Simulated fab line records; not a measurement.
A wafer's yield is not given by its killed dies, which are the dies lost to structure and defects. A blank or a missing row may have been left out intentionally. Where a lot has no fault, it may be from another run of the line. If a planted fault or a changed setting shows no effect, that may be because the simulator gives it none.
The same fault as seen by 2 desks + flow nandHarc + only its own numbers are on each desk; what lay behind them is given at the end

== THE DEFECT DESK ==
What the inspections along the route counted, lot by lot: means of the sampled wafers that have a number. A lot is out of limits, marked OUT, if its mean lies more than 4 standard deviations from the usual mean; the brackets give that distance.
Columns: A = rawDefectCount at NHARC_A_CONTACT_INSPECT_23, usual 515; B = rawDefectCount at NHARC_A_BLC_INSPECT_12, usual 84
| lot  | first seen here | A              | B                      |
|------|-----------------|----------------|------------------------|
| L609 | day 22 11:13    | 411            | 123                    |
| L610 | day 24 05:32    | 429            | 26                     |
| L611 | day 24 06:54    | 504            | 117                    |
| L614 | day 25 13:58    | 499            | 120                    |
| L615 | day 26 08:57    | 586            | 82                     |
| L617 | day 26 12:09    | 482            | 41                     |
| L618 | day 27 03:13    | 450            | 67                     |
| L619 | day 27 23:16    | 443            | 46                     |
| L620 | day 28 01:22    | 537            | 18                     |
| L627 | day 30 23:58    | 2188 (+14) OUT | 4558 (+99 or more) OUT |
| L629 | day 31 04:25    | 2029 (+13) OUT | 3667 (+87) OUT         |
This desk finds L627, L629 out of limits, L627 being first, at day 30 23:58 (rawDefectCount at NHARC_A_CONTACT_INSPECT_23). L609, L610, L611, L614, L615, L617, L618, L619, L620: within limits.

== THE TOOL OWNER'S DESK: cmp-03 ==
The tool's own readings at NHARC_A_CONTACT_CMP_20 (polishes, t overpolish 30 s, target thk 300 nm): means of the sampled wafers that have a number, for each lot that ran on this tool. A lot is out of limits, marked OUT, if its mean lies more than 4 standard deviations from the usual mean; the brackets give that distance.
Columns: A = edgeZonePressureFrac at NHARC_A_CONTACT_CMP_20, usual 1.001; B = motorCurrentA at NHARC_A_CONTACT_CMP_20, usual 11.2 A; C = overpolishRunS at NHARC_A_CONTACT_CMP_20, usual 29.999 s; D = timeToEndpointS at NHARC_A_CONTACT_CMP_20, usual 60 s
| lot  | first seen here | A     | B    | C                       | D             |
|------|-----------------|-------|------|-------------------------|---------------|
| L609 | day 22 10:49    | 1.000 | 11.1 | 29.998                  | 57            |
| L614 | day 25 13:34    | 1.001 | 10.9 | 30.008                  | 63            |
| L627 | day 30 23:34    | 1.006 | 11.3 | 0.037 (-99 or more) OUT | 117 (+19) OUT |
| L629 | day 31 04:01    | 1.000 | 11.5 | 0.034 (-99 or more) OUT | 116 (+19) OUT |
This desk finds L627, L629 out of limits, L627 being first, at day 30 23:34 (overpolishRunS at NHARC_A_CONTACT_CMP_20). L609, L614: within limits.

== ALL TOGETHER ==
The tool owner's desk could have raised an alarm at day 30 23:34, on L627, L629.
The defect desk could have raised an alarm at day 30 23:58, on L627, L629.
Of the lots named, all ran NHARC_A_CONTACT_CMP_20 on cmp-03.

== WHAT THE SIMULATOR HAD INSERTED ==
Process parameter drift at NHARC_A_CONTACT_CMP_20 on cmp-03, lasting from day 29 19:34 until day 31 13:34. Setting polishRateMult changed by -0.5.
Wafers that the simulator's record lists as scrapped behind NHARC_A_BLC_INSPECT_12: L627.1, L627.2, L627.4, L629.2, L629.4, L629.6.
Shown lots that were struck: L627, L629.
Hours from the fault's start to each desk's first reading out of limits: the tool owner's desk, 28; the defect desk, 28.
